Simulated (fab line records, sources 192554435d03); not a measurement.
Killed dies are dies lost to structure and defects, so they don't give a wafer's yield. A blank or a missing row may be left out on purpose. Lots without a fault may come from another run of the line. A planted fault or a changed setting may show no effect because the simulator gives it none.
Which tool did it? | flow n5_finfet | 12 lots, 36 wafers sampled, at 4 steps of a route of 1938

WHAT THE GAUGES READ, wafer by wafer
N5_SD_ACTIVATION_RS_MEAS_03: measures by four-point-probe.
lot  | measured    | on            | RS_SD_N (ohm/sq)
L075 | day 3 21:46 | film_metro-02 | 22.21 21.75 21.66
L077 | day 4 08:55 | film_metro-01 | 22.17 21.72 22.25
L079 | day 4 15:38 | film_metro-02 | 22.34 22.07 22.34
L081 | day 5 03:34 | film_metro-02 | 22.07 22.11 21.84
L083 | day 5 16:04 | film_metro-01 | 21.89 21.87 22.11
L085 | day 6 06:39 | film_metro-01 | 22.65 22.27 22.61
L087 | day 6 17:36 | film_metro-01 | 21.96 22.11 22.04
L089 | day 7 07:02 | film_metro-02 | 21.84 21.41 22.05
L091 | day 7 15:08 | film_metro-01 | 22.09 22.22 21.58
L093 | day 8 04:55 | film_metro-01 | 21.32 21.76 21.76
L095 | day 8 14:45 | film_metro-01 | 21.93 21.91 21.88
L097 | day 9 04:41 | film_metro-02 | 21.64 22.06 21.81

WHICH TOOL RAN EACH LOT (tool, then ch and the chambers of the sampled wafers, then the start)
lot  | N5_DUMMY_GATE_STRIP_48            | N5_SPACER0_ALD_00                | N5_SD_EPI_N_DESCUM_14
L075 | rie_diel-02 ch 0,1,2, day 3 10:58 | ald_sin-03 ch 0,1, day 3 11:21   | rie_diel-03 ch 0,1,2, day 3 12:16
L077 | rie_diel-02 ch 1,3, day 3 20:43   | ald_sin-03 ch 1,2,3, day 3 21:05 | rie_diel-04 ch 1,2,3, day 3 22:05
L079 | rie_diel-06 ch 0,3, day 4 05:33   | ald_sin-01 ch 1,2, day 4 05:55   | rie_diel-01 ch 0,1,2, day 4 07:02
L081 | rie_diel-02 ch 0,2, day 4 17:37   | ald_sin-01 ch 1,3, day 4 17:59   | rie_diel-01 ch 0,2, day 4 18:49
L083 | rie_diel-06 ch 1,2, day 5 05:34   | ald_sin-04 ch 1,2, day 5 05:57   | rie_diel-04 ch 0,2, day 5 06:51
L085 | rie_diel-06 ch 1,2,3, day 5 19:04 | ald_sin-01 ch 1,2,3, day 5 20:19 | rie_diel-01 ch 0,1,3, day 5 21:27
L087 | rie_diel-05 ch 2,3, day 6 05:40   | ald_sin-03 ch 0,2,3, day 6 06:30 | rie_diel-01 ch 0,1,3, day 6 07:27
L089 | rie_diel-05 ch 0,1,3, day 6 18:05 | ald_sin-03 ch 0,1,3, day 6 18:50 | rie_diel-01 ch 0,1, day 6 19:50
L091 | rie_diel-02 ch 0,1, day 7 05:22   | ald_sin-04 ch 0,1,3, day 7 05:44 | rie_diel-04 ch 0,2,3, day 7 06:31
L093 | rie_diel-05 ch 1,2,3, day 7 16:45 | ald_sin-04 ch 0,1,2, day 7 17:49 | rie_diel-01 ch 2,3, day 7 18:43
L095 | rie_diel-02 ch 0,2,3, day 8 04:56 | ald_sin-04 ch 2,3, day 8 05:19   | rie_diel-01 ch 0,1, day 8 06:13
L097 | rie_diel-05 ch 0,1,3, day 8 18:10 | ald_sin-04 ch 0,1,3, day 8 18:33 | rie_diel-01 ch 1,2,3, day 8 19:43
- N5_DUMMY_GATE_STRIP_48: strips in N2/H2, time 20 s.
- N5_SPACER0_ALD_00: deposits SiOCN, target thk 3.5 nm, pulse time 3 s, purge time 2 s.
- N5_SD_EPI_N_DESCUM_14: chemistry O2, time 7.9 s.

THE ANSWER, worked out from the rows above alone
Rule: what is usual is taken from the lots themselves. Put in order of their means at a reading, lots are off if they are a third of the lots or fewer, leave a main group of 4 or more, and stand apart from it by a gap of 3 or more times the standard deviation of the main group's means; of several such gaps the widest counts. A main group whose means are all the same, to the digits that the tables above print for the reading, isn't used. A lot without any number at a reading at which 4 lots or more have one is off too. The other lots that the step has rows for count as sound.
No lot is off at any reading shown: from this, nothing can be told.

WHAT THE SIMULATOR HAD PUT IN
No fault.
